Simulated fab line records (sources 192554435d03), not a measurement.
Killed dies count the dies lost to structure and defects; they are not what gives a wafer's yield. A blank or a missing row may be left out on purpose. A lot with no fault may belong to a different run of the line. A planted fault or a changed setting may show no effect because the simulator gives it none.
Problem report in the 8D (eight disciplines) form, filled by code -- flow n5_finfet -- the parts of the form that need people (team, actions taken, sign-off) are left out

1. PROBLEM STATEMENT
At N5_MOL_CONTACT_COAG_COAT_77, spin_speed_rpm averages 1783.2 rpm over 6 wafers from 2 lots, while fault-free wafers read 1500.0 rpm, standard deviation 0.85. That is +99 or more standard deviations from the usual mean.
The step: time 60 s, resist thk 10 nm.
Earliest sighting: wafer L952.2 on litho_track-02 at day 7 15:38. The record has a number at this step for 24 wafers belonging to 8 lots. The rule behind "out" and "out of limits": a value lying over 4 standard deviations away from the usual mean. Any other wafer with a number is counted as sound.

2. WHAT THIS IS AND IS NOT
question,is,is not
which readings at this step,spin_speed_rpm,resist_line_temp_C
which lots,"L952, L953","L946, L954, L958, L960, L962, L963"
which wafers of those lots,all that have a number,-
read on which tools,litho_track-02,"litho_track-04, litho_track-05"
when,from day 7 15:38,"up to then (3 sound wafers); but 15 sound wafers of L954, L958, L960, L962, L963 came after"

3. THE SUSPECTS, EACH WITH WHAT RULES IT OUT
Counting: a tool stays on the suspect list if, at a process step up to the reading, it processed all lots that are out and no sound lot following the first of them.
- rie_diel-01 at N5_MOL_CONTACT_COAG_ETCH_15 (etches SiNx in CH3F/O2, stops on Si:P, target depth 7 nm): ruled out as a lasting fault. The sound lots L954 went through it after L952, its earliest lot that is out (day 7 06:43).
- rie_diel-01 at N5_MOL_CONTACT_COAG_STRIP_98 (strips in N2/H2): ruled out as a lasting fault. The sound lots L954 went through it after L952, its earliest lot that is out (day 7 06:49).
- litho_track-02 at N5_MOL_CONTACT_COAG_COAT_77 (time 60 s, resist thk 10 nm): kept. It ran every lot that is out, first L952 (day 7 15:38), and no sound lot after that. Its own readings are out on those wafers: spin_speed_rpm.
Remaining after the count: litho_track-02 at N5_MOL_CONTACT_COAG_COAT_77.

4. THE CAUSE (what the simulator had put in)
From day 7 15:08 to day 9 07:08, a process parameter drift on litho_track-02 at N5_MOL_CONTACT_COAG_COAT_77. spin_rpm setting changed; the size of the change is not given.
Only this tool survived the counting.

5. SEQUENCE OF EFFECTS, ordered by route
One row per reading whose mean, taken over the struck wafers that have a number, lies over 3 standard deviations from the usual. Scope: only readings with a usual standard deviation given in the record; hours: median across lots of the time from each lot's start at the first step in this table that gives one to its start at this step; sigmas: change in usual standard deviations.
hours,step,reading,usual,on struck wafers,change,sigmas
0,N5_MOL_CONTACT_COAG_COAT_77,spin_speed_rpm,1500.0 rpm,1783.2,+283.2,+99 or more
1,N5_MOL_CONTACT_COAG_ETCH_89,etch_rf_on_time_s,10.37 s,9.66,-0.71,-3.1
The process steps in it:
- N5_MOL_CONTACT_COAG_COAT_77: time 60 s, resist thk 10 nm.
- N5_MOL_CONTACT_COAG_ETCH_89: etches underlayer in N2/H2, target depth 13 nm, time 10.4 s.
Later measuring or inspecting steps at which every struck wafer that the step has a row for has a number for every such reading, and none has moved that far: N5_BEOL_M4_RC_MEAS_101.

6. HOW IT WOULD HAVE BEEN CAUGHT EARLIER
First out-of-limits reading in this record: day 7 15:38, which is 0 hours after fault onset at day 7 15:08.
